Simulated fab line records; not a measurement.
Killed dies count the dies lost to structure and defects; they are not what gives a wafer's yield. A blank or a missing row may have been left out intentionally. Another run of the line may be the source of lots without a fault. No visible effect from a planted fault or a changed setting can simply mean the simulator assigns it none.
Matching of chambers :: flow nand harc :: NHARC_A_BLC_ALD_23 on ald metal-04: 4 sister chambers
The step deposits TiN, target thk 3 nm, pulse time 1 s, ald cycles 150. 8 wafers are shown with their chamber, then 7 later ones without.

== EACH WAFER AND ITS CHAMBER ==
wafer: L085.2
chamber: 0
heater power w (W): 967
precursor pulse height rel: 1.014

wafer: L085.5
chamber: 3
heater power w (W): 1017
precursor pulse height rel: 0.979

wafer: L085.6
chamber: 2
heater power w (W): 1226
precursor pulse height rel: 1.012

wafer: L090.3
chamber: 1
heater power w (W): 1126
precursor pulse height rel: 0.970

wafer: L090.4
chamber: 0
heater power w (W): 966
precursor pulse height rel: 1.001

wafer: L090.6
chamber: 2
heater power w (W): 1267
precursor pulse height rel: 0.996

wafer: L092.1
chamber: 1
heater power w (W): 1122
precursor pulse height rel: 0.988

wafer: L092.3
chamber: 3
heater power w (W): 943
precursor pulse height rel: 0.998

== WAFERS MISSING THEIR CHAMBER ==
wafer: L092.5
heater power w (W): 976
precursor pulse height rel: 0.989

wafer: L093.4
heater power w (W): 950
precursor pulse height rel: 0.976

wafer: L093.5
heater power w (W): 1255
precursor pulse height rel: 1.010

wafer: L093.6
heater power w (W): 1108
precursor pulse height rel: 1.029

wafer: L095.1
heater power w (W): 1127
precursor pulse height rel: 0.962

wafer: L095.4
heater power w (W): 938
precursor pulse height rel: 0.974

wafer: L095.6
heater power w (W): 1105
precursor pulse height rel: 0.984

== WHICH CHAMBER EACH ONE RAN IN ==
wafer: L092.5
from the rows above: can't be placed: 3 or 0
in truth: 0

wafer: L093.4
from the rows above: can't be placed: 3 or 0
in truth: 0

wafer: L093.5
from the rows above: 2
in truth: 2

wafer: L093.6
from the rows above: can't be placed: 1 or 0 or 2 or 3
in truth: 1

wafer: L095.1
from the rows above: 1
in truth: 1

wafer: L095.4
from the rows above: can't be placed: 3 or 0
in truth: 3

wafer: L095.6
from the rows above: 1
in truth: 1
3 of 7 placed correctly. These rows do not allow placing 4 (true chamber among the candidates in 4). Placed wrongly: 0.
How it was worked out, from the rows above alone: a wafer's distance from a chamber is the root of the sum, over the readings, of the square of ((its reading less the chamber's mean) divided by the reading's scatter). If the next closest chamber is less than 2 further off than the closest, the wafer can't be placed; otherwise it belongs to the closest. Each chamber's mean is taken over the wafers shown for it. The scatter is the square root of a quotient: the sum, over the shown wafers, of each reading's squared deviation from its chamber's mean, divided by wafers minus chambers.
